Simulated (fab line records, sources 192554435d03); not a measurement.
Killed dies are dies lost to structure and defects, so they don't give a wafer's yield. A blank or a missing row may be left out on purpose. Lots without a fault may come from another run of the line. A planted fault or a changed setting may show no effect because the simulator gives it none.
Which tool did it? | flow n5_finfet | 9 lots, 27 wafers sampled, at 5 steps of a route of 1938

WHAT THE GAUGES READ, wafer by wafer
N5_BEOL_M4_RC_MEAS_101. Usual: DIBL_N 37.0 mV/V, standard deviation 2.3; DIBL_P 37.3 mV/V, standard deviation 2.8; IOFF_N 0.17 nA/um, standard deviation 0.046; IOFF_P 0.23 nA/um, standard deviation 0.054; ION_N 675 uA/um, standard deviation 14; ION_P 460 uA/um, standard deviation 9.3; SS_N 71.7 mV/dec, standard deviation 0.73; SS_P 73.6 mV/dec, standard deviation 0.95; VT_N 249 mV, standard deviation 3.9; VT_P -250 mV, standard deviation 3.9.
lot  | measured     | on        | DIBL_N (mV/V)  | DIBL_P (mV/V)  | IOFF_N (nA/um) | IOFF_P (nA/um) | ION_N (uA/um) | ION_P (uA/um) | SS_N (mV/dec)  | SS_P (mV/dec)  | VT_N (mV)   | VT_P (mV)      | flag
L216 | day 8 05:23  | prober-02 | 39.7 36.8 33.8 | 40.0 37.0 34.2 | 0.23 0.16 0.13 | 0.29 0.21 0.18 | 673 670 662   | 460 462 458   | 72.5 71.8 71.0 | 74.6 74.2 72.5 | 247 250 250 | -249 -252 -252 |
L220 | day 9 08:11  | prober-02 | 35.3 38.5 39.3 | 36.6 39.5 40.8 | 0.15 0.22 0.23 | 0.19 0.25 0.27 | 670 703 706   | 458 474 471   | 71.4 72.1 72.3 | 73.1 73.8 74.8 | 253 245 248 | -255 -251 -249 |
L221 | day 9 17:25  | prober-01 | 38.8 38.9 37.1 | 39.2 40.6 38.9 | 0.20 0.21 0.19 | 0.20 0.22 0.21 | 683 690 679   | 455 460 456   | 72.3 72.4 71.8 | 74.2 74.7 74.2 | 248 246 247 | -256 -253 -255 |
L222 | day 10 05:55 | prober-01 | 38.9 37.5 38.8 | 41.4 38.2 40.7 | 0.20 0.16 0.21 | 0.29 0.23 0.28 | 679 682 691   | 467 470 474   | 71.3 72.1 72.2 | 74.8 74.1 74.7 | 248 249 248 | -246 -250 -246 |
L226 | day 11 08:12 | prober-02 | 32.2 39.6 37.6 | 32.4 41.7 38.2 | 0.11 0.26 0.19 | 0.18 0.34 0.26 | 655 701 678   | 460 478 465   | 70.1 71.5 72.0 | 72.2 75.0 73.4 | 256 240 247 | -253 -244 -245 |
L232 | day 12 22:43 | prober-01 | 32.3 36.5 32.7 | 33.6 38.5 34.1 | 0.11 0.18 0.12 | 0.14 0.20 0.14 | 657 679 663   | 445 458 449   | 71.2 72.3 71.1 | 72.2 73.7 72.2 | 256 249 254 | -257 -252 -258 |
L233 | day 13 00:56 | prober-02 | 36.2 37.1 35.3 | 33.2 35.2 33.1 | 0.15 0.17 0.13 | 0.18 0.21 0.18 | 670 676 677   | 456 454 466   | 71.6 71.7 70.6 | 72.5 72.8 73.1 | 253 250 252 | -253 -253 -250 |
L234 | day 13 14:05 | prober-01 | 38.3 36.8 37.2 | 39.4 38.0 38.0 | 0.20 0.17 0.18 | 0.24 0.21 0.22 | 673 671 666   | 456 455 455   | 71.8 72.3 71.8 | 73.6 72.9 73.7 | 247 250 248 | -251 -252 -250 |
L235 | day 13 20:28 | prober-01 | 37.8 38.4 40.4 | 36.6 36.6 38.7 | 0.16 0.16 0.22 | 0.20 0.21 0.24 | 677 656 668   | 459 444 451   | 71.3 71.8 72.2 | 73.3 72.9 73.2 | 250 253 247 | -256 -252 -253 |

WHICH TOOL RAN EACH LOT (tool, then ch and the chambers of the sampled wafers, then the start)
lot  | N5_HKMG_FIN_CMP_23           | N5_GATE_CUT_ETCHBACK_00          | N5_GATE_CUT_VAPOR_ETCH_60        | N5_GATE_CUT_ETCH_58
L216 | cmp-02 ch 0,2,3, day 4 19:26 | rie_metal-03 ch 0,1, day 4 20:11 | rie_metal-03 ch 0,1, day 4 20:26 | rie_diel-06 ch 0,1,2, day 4 20:29
L220 | cmp-02 ch 0,2,3, day 5 22:56 | rie_metal-02 ch 0,1, day 5 23:41 | rie_metal-02 ch 0,1, day 5 23:55 | rie_diel-04 ch 0,2,3, day 5 23:58
L221 | cmp-01 ch 0,1,3, day 6 01:42 | rie_metal-02 ch 0,1, day 6 02:22 | rie_metal-02 ch 0,1, day 6 02:36 | rie_diel-02 ch 1,2,3, day 6 02:42
L222 | cmp-04 ch 0,2,3, day 6 09:28 | rie_metal-03 ch 0,1, day 6 10:08 | rie_metal-03 ch 0,1, day 6 10:22 | rie_diel-04 ch 1,3, day 6 10:25
L226 | cmp-02 ch 1,3, day 7 08:32   | rie_metal-01 ch 0,1, day 7 09:12 | rie_metal-01 ch 0,1, day 7 09:26 | rie_diel-06 ch 0,2,3, day 7 09:29
L232 | cmp-02 ch 0,2, day 8 17:32   | rie_metal-02 ch 0,1, day 8 18:17 | rie_metal-02 ch 0,1, day 8 18:31 | rie_diel-04 ch 1,2,3, day 8 18:39
L233 | cmp-04 ch 2,3, day 9 02:41   | rie_metal-02 ch 0,1, day 9 03:26 | rie_metal-02 ch 0,1, day 9 03:40 | rie_diel-04 ch 2,3, day 9 03:43
L234 | cmp-01 ch 2,3, day 9 08:56   | rie_metal-01 ch 0,1, day 9 09:43 | rie_metal-01 ch 0,1, day 9 09:55 | rie_diel-02 ch 2,3, day 9 09:58
L235 | cmp-01 ch 0,2,3, day 9 16:37 | rie_metal-02 ch 0, day 9 17:07   | rie_metal-02 ch 0, day 9 17:35   | rie_diel-06 ch 0,1, day 9 17:44
- N5_HKMG_FIN_CMP_23: polishes, stops on SiNx, t overpolish 10 s, target thk 46.326 nm.
- N5_GATE_CUT_ETCHBACK_00: etches W in SF6/Cl2.
- N5_GATE_CUT_VAPOR_ETCH_60: etches HfO2 in BCl3/Cl2.
- N5_GATE_CUT_ETCH_58: etches SiNx in CH3F/O2, target depth 17 nm, time 128.6 s.

WHAT THE TOOLS THEMSELVES READ (means of the sampled wafers that have a number; where no wafer has one, the mark that the record gives instead)
N5_HKMG_FIN_CMP_23. Usual: motor_current_A 12.7 A, standard deviation 1.7; overpolish_run_s 9.998 s, standard deviation 0.027; time_to_endpoint_s 11 s, standard deviation 3.2.
lot  | tool   | motor_current_A (A) | overpolish_run_s (s) | time_to_endpoint_s (s) | flag
L216 | cmp-02 | 13.2                | 9.995                | 13                     |
L220 | cmp-02 | 13.1                | 10.012               | 14                     |
L221 | cmp-01 | 12.3                | 9.999                | 9                      |
L222 | cmp-04 | 13.7                | 10.007               | 15                     |
L226 | cmp-02 | 12.5                | 9.996                | 8                      |
L232 | cmp-02 | 13.6                | 10.003               | 12                     |
L233 | cmp-04 | 14.5                | 10.001               | 17                     |
L234 | cmp-01 | 11.7                | 10.006               | 12                     |
L235 | cmp-01 | 12.1                | 10.000               | 10                     |

N5_GATE_CUT_ETCHBACK_00. Usual: drypump_motor_current_A 5.48 A, standard deviation 0.29; oes_product_au 0.78 a.u., standard deviation 0.15; throttle_valve_pct 27.6 %, standard deviation 0.44.
lot  | tool         | drypump_motor_current_A (A) | oes_product_au (a.u.) | throttle_valve_pct (%) | flag
L216 | rie_metal-03 | 5.74                        | 0.78                  | 27.9                   |
L220 | rie_metal-02 | 5.31                        | 0.61                  | 27.6                   |
L221 | rie_metal-02 | 5.12                        | 0.62                  | 27.6                   |
L222 | rie_metal-03 | 5.84                        | 0.78                  | 28.0                   |
L226 | rie_metal-01 | 5.52                        | 0.94                  | 27.7                   |
L232 | rie_metal-02 | 5.11                        | 0.61                  | 27.7                   |
L233 | rie_metal-02 | 5.30                        | 0.60                  | 27.6                   |
L234 | rie_metal-01 | 5.54                        | 0.90                  | 27.7                   |
L235 | rie_metal-02 | 4.94                        | 0.61                  | 27.8                   |

N5_GATE_CUT_VAPOR_ETCH_60. Usual: drypump_motor_current_A 5.48 A, standard deviation 0.29; oes_product_au 0.79 a.u., standard deviation 0.16.
lot  | tool         | drypump_motor_current_A (A) | oes_product_au (a.u.) | flag
L216 | rie_metal-03 | 5.77                        | 0.77                  |
L220 | rie_metal-02 | 5.31                        | 0.62                  |
L221 | rie_metal-02 | 5.13                        | 0.63                  |
L222 | rie_metal-03 | 5.82                        | 0.79                  |
L226 | rie_metal-01 | 5.53                        | 0.95                  |
L232 | rie_metal-02 | 5.13                        | 0.62                  |
L233 | rie_metal-02 | 5.32                        | 0.60                  |
L234 | rie_metal-01 | 5.53                        | 0.91                  |
L235 | rie_metal-02 | 4.95                        | 0.61                  |

N5_GATE_CUT_ETCH_58. Usual: CH3F_flow_sccm 30.01 sccm, standard deviation 0.089; drypump_motor_current_A 5.8 A, standard deviation 0.56; oes_product_au 0.75 a.u., standard deviation 0.074; rf_fwd_power_W 413.3 W, standard deviation 1.3; rf_vpp_V 99.1 V, standard deviation 0.98; showerhead_plenum_p_Torr 2.00 Torr, standard deviation 0.065; throttle_valve_pct 16.24 %, standard deviation 0.2.
lot  | tool        | CH3F_flow_sccm (sccm) | drypump_motor_current_A (A) | oes_product_au (a.u.) | rf_fwd_power_W (W) | rf_vpp_V (V) | showerhead_plenum_p_Torr (Torr) | throttle_valve_pct (%) | flag
L216 | rie_diel-06 | 30.07                 | 5.8                         | 0.87                  | 413.8              | 100.4        | 2.03                            | 16.23                  |
L220 | rie_diel-04 | 29.96                 | 5.4                         | 0.73                  | 415.0              | 99.0         | 2.01                            | 16.30                  |
L221 | rie_diel-02 | 30.01                 | 6.0                         | 0.73                  | 413.3              | 99.1         | 1.99                            | 16.24                  |
L222 | rie_diel-04 | 30.02                 | 6.0                         | 0.71                  | 412.0              | 98.6         | 1.95                            | 16.25                  |
L226 | rie_diel-06 | 30.00                 | 5.8                         | 0.79                  | 413.0              | 98.0         | 1.98                            | 16.38                  |
L232 | rie_diel-04 | 29.98                 | 5.7                         | 0.69                  | 379.2              | 101.6        | 2.00                            | 16.25                  | OFF
L233 | rie_diel-04 | 29.94                 | 5.6                         | 0.67                  | 379.8              | 103.0        | 1.94                            | 16.35                  | OFF
L234 | rie_diel-02 | 30.00                 | 6.3                         | 0.72                  | 414.2              | 98.9         | 1.94                            | 16.39                  |
L235 | rie_diel-06 | 29.98                 | 5.7                         | 0.75                  | 413.1              | 99.5         | 2.05                            | 16.34                  |

THE ANSWER, worked out from the rows above alone
Rule: a lot is off if the mean of its wafers that have a number lies more than 3 standard deviations from the usual mean. A lot without any number at a reading at which 4 lots or more have one is off too. The other lots that the step has rows for count as sound. The gauges are gone through in route order, then the tools' own readings, and for those a lot's mean is taken as printed above. The first step at which some lot is off is used, and at that step the reading that is off furthest; a lot without a number counts as furthest.
Off: L232, L233, at N5_GATE_CUT_ETCH_58 (rf_fwd_power_W).
A tool fits if, at that step or a process step before it, it ran every lot that is off, and no sound lot after the first of them. One fits: rie_diel-04 at N5_GATE_CUT_ETCH_58. Its last sound lot is L222 (day 6 10:25), its first lot that is off L232 (day 8 18:39): a fault that began between those two fits.
The tool's own readings at N5_GATE_CUT_ETCH_58 bear it out: on the lots that are off they differ by more than 5 times the standard deviation of the sound lots' means. rf_fwd_power_W reads 379.5 W there against 413.5 W on the sound lots.

WHAT THE SIMULATOR HAD PUT IN
Process parameter drift: rie_diel-04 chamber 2, from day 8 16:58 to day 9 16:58, at N5_GATE_CUT_ETCH_58. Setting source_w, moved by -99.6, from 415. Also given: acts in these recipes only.
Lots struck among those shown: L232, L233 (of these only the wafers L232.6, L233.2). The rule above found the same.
